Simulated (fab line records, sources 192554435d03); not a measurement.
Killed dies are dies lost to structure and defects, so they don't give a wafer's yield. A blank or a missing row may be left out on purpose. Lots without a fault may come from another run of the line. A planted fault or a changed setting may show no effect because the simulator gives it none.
Which tool did it? | flow n5_finfet | 15 lots, 44 wafers sampled, at 3 steps of a route of 1938

WHAT THE GAUGES READ, wafer by wafer
N5_FIN_SAQP_INSPECT_40: inspects for defects (brightfield).
lot  | measured    | on                | raw_defect_count
L992 | day 2 03:38 | defect_inspect-02 | 193 252 326
L993 | day 2 09:23 | defect_inspect-01 | 165 314
L996 | day 3 03:56 | defect_inspect-02 | 250 244 293
L997 | day 3 13:07 | defect_inspect-02 | 210 349 275
L100 | day 4 04:26 | defect_inspect-02 | 277 233 167
L101 | day 4 09:31 | defect_inspect-02 | 225 138 225
L102 | day 4 14:05 | defect_inspect-01 | 412 316 318
L103 | day 4 22:49 | defect_inspect-02 | 224 352 275
L105 | day 5 10:14 | defect_inspect-01 | 269 275 204
L108 | day 6 02:35 | defect_inspect-01 | 366 333 291
L109 | day 6 08:16 | defect_inspect-01 | 246 180 312
L110 | day 6 15:30 | defect_inspect-02 | 208 187 214
L113 | day 7 07:55 | defect_inspect-01 | 167 224 288
L114 | day 7 15:19 | defect_inspect-02 | 292 374 199
L115 | day 7 20:29 | defect_inspect-01 | 239 170 218

WHICH TOOL RAN EACH LOT (tool, then ch and the chambers of the sampled wafers, then the start)
lot  | N5_FIN_SAQP_SPACER2_ETCHBACK_29   | N5_FIN_SAQP_ETCH_34
L992 | rie_diel-01 ch 1,2,3, day 2 02:51 | rie_diel-04 ch 0,1,2, day 2 03:10
L993 | rie_diel-06 ch 0, day 2 08:37     | rie_diel-04 ch 2, day 2 08:55
L996 | rie_diel-04 ch 2,3, day 3 03:05   | rie_diel-04 ch 2,3, day 3 03:28
L997 | rie_diel-04 ch 0,2,3, day 3 12:02 | rie_diel-01 ch 1,2, day 3 12:39
L100 | rie_diel-01 ch 1,2, day 4 03:40   | rie_diel-01 ch 2,3, day 4 03:58
L101 | rie_diel-01 ch 0,1,2, day 4 08:29 | rie_diel-04 ch 1,2,3, day 4 09:03
L102 | rie_diel-04 ch 1,2, day 4 13:18   | rie_diel-06 ch 1,3, day 4 13:37
L103 | rie_diel-04 ch 0,1,3, day 4 22:02 | rie_diel-01 ch 0,3, day 4 22:20
L105 | rie_diel-04 ch 0,1,3, day 5 09:27 | rie_diel-04 ch 0,1, day 5 09:46
L108 | rie_diel-01 ch 0,1,3, day 6 01:48 | rie_diel-06 ch 0,3, day 6 02:07
L109 | rie_diel-06 ch 0,1, day 6 07:29   | rie_diel-06 ch 0,2, day 6 07:49
L110 | rie_diel-06 ch 1,2,3, day 6 14:37 | rie_diel-01 ch 0,1,2, day 6 15:02
L113 | rie_diel-04 ch 1,3, day 7 07:08   | rie_diel-04 ch 0,2,3, day 7 07:26
L114 | rie_diel-06 ch 1,2,3, day 7 14:32 | rie_diel-01 ch 0,2,3, day 7 14:50
L115 | rie_diel-06 ch 1,2,3, day 7 19:43 | rie_diel-06 ch 1,3, day 7 20:02
- N5_FIN_SAQP_SPACER2_ETCHBACK_29: etches SiO2 in CHF3/O2, target depth 12.2 nm, time 6.1 s.
- N5_FIN_SAQP_ETCH_34: etches SiO2 in C4F6/O2, target depth 45 nm, time 15 s.

WHAT THE TOOLS THEMSELVES READ (means of the sampled wafers that have a number; where no wafer has one, the mark that the record gives instead)
N5_FIN_SAQP_SPACER2_ETCHBACK_29.
lot  | tool        | drypump_motor_current_A (A) | oes_product_au (a.u.) | rf_vpp_V (V) | showerhead_plenum_p_Torr (Torr) | throttle_valve_pct (%)
L992 | rie_diel-01 | 5.66                        | 0.81                  | 532          | 2.42                            | 19.09
L993 | rie_diel-06 | 5.58                        | 0.91                  | 559          | 2.36                            | 18.36
L996 | rie_diel-04 | 5.90                        | 0.82                  | 521          | 2.42                            | 18.71
L997 | rie_diel-04 | 5.94                        | 0.87                  | 525          | 2.45                            | 18.63
L100 | rie_diel-01 | 5.74                        | 0.71                  | 525          | 2.37                            | 19.33
L101 | rie_diel-01 | 5.52                        | 0.81                  | 522          | 2.42                            | 19.06
L102 | rie_diel-04 | 5.44                        | 0.74                  | 515          | 2.47                            | 18.70
L103 | rie_diel-04 | 5.92                        | 0.83                  | 537          | 2.41                            | 18.70
L105 | rie_diel-04 | 5.91                        | 0.82                  | 538          | 2.41                            | 18.72
L108 | rie_diel-01 | 5.39                        | 0.85                  | 528          | 2.45                            | 18.87
L109 | rie_diel-06 | 5.68                        | 0.80                  | 544          | 2.40                            | 18.66
L110 | rie_diel-06 | 5.87                        | 0.79                  | 515          | 2.46                            | 19.00
L113 | rie_diel-04 | 5.89                        | 0.77                  | 532          | 2.37                            | 18.83
L114 | rie_diel-06 | 5.88                        | 0.79                  | 516          | 2.46                            | 19.02
L115 | rie_diel-06 | 5.88                        | 0.78                  | 515          | 2.46                            | 19.02

N5_FIN_SAQP_ETCH_34.
lot  | tool        | C4F6_flow_sccm (sccm) | drypump_motor_current_A (A) | etch_rf_on_time_s (s) | oes_product_au (a.u.) | rf_vpp_V (V) | showerhead_plenum_p_Torr (Torr) | throttle_valve_pct (%)
L992 | rie_diel-04 | 9.987                 | 5.7                         | 14.9                  | 0.63                  | 673          | 2.91                            | 20.9
L993 | rie_diel-04 | 9.994                 | 5.5                         | 14.3                  | 0.65                  | 639          | 2.96                            | 20.8
L996 | rie_diel-04 | 10.011                | 5.9                         | 14.9                  | 0.70                  | 660          | 2.86                            | 20.9
L997 | rie_diel-01 | 9.991                 | 5.8                         | 15.3                  | 0.62                  | 666          | 2.81                            | 21.5
L100 | rie_diel-01 | 10.011                | 5.7                         | 15.4                  | 0.65                  | 667          | 2.79                            | 21.5
L101 | rie_diel-04 | 9.992                 | 5.7                         | 14.9                  | 0.66                  | 666          | 2.87                            | 20.9
L102 | rie_diel-06 | 9.984                 | 6.0                         | 15.0                  | 0.64                  | 651          | 2.94                            | 21.2
L103 | rie_diel-01 | 9.984                 | 5.4                         | 14.7                  | 0.78                  | 671          | 2.88                            | 20.9
L105 | rie_diel-04 | 10.012                | 5.7                         | 14.7                  | 0.68                  | 688          | 2.86                            | 20.9
L108 | rie_diel-06 | 9.976                 | 5.8                         | 15.2                  | 0.73                  | 687          | 2.82                            | 20.7
L109 | rie_diel-06 | 9.961                 | 5.6                         | 15.0                  | 0.73                  | 698          | 2.83                            | 20.8
L110 | rie_diel-01 | 10.003                | 5.5                         | 15.0                  | 0.67                  | 662          | 2.85                            | 21.2
L113 | rie_diel-04 | 9.989                 | 5.9                         | 14.8                  | 0.70                  | 667          | 2.88                            | 20.8
L114 | rie_diel-01 | 9.993                 | 5.5                         | 15.1                  | 0.69                  | 662          | 2.83                            | 21.2
L115 | rie_diel-06 | 10.000                | 6.0                         | 15.2                  | 0.66                  | 643          | 2.90                            | 21.1

THE ANSWER, worked out from the rows above alone
Rule: what is usual is taken from the lots themselves. Put in order of their means at a reading, lots are off if they are a third of the lots or fewer, leave a main group of 4 or more, and stand apart from it by a gap of 3 or more times the standard deviation of the main group's means; of several such gaps the widest counts. A main group whose means are all the same, to the digits that the tables above print for the reading, isn't used. A lot without any number at a reading at which 4 lots or more have one is off too. The other lots that the step has rows for count as sound. The gauges are gone through in route order, then the tools' own readings, and for those a lot's mean is taken as printed above. The first step at which some lot is off is used, and at that step the reading that is off furthest; a lot without a number counts as furthest.
No lot is off at any reading shown: from this, nothing can be told.

WHAT THE SIMULATOR HAD PUT IN
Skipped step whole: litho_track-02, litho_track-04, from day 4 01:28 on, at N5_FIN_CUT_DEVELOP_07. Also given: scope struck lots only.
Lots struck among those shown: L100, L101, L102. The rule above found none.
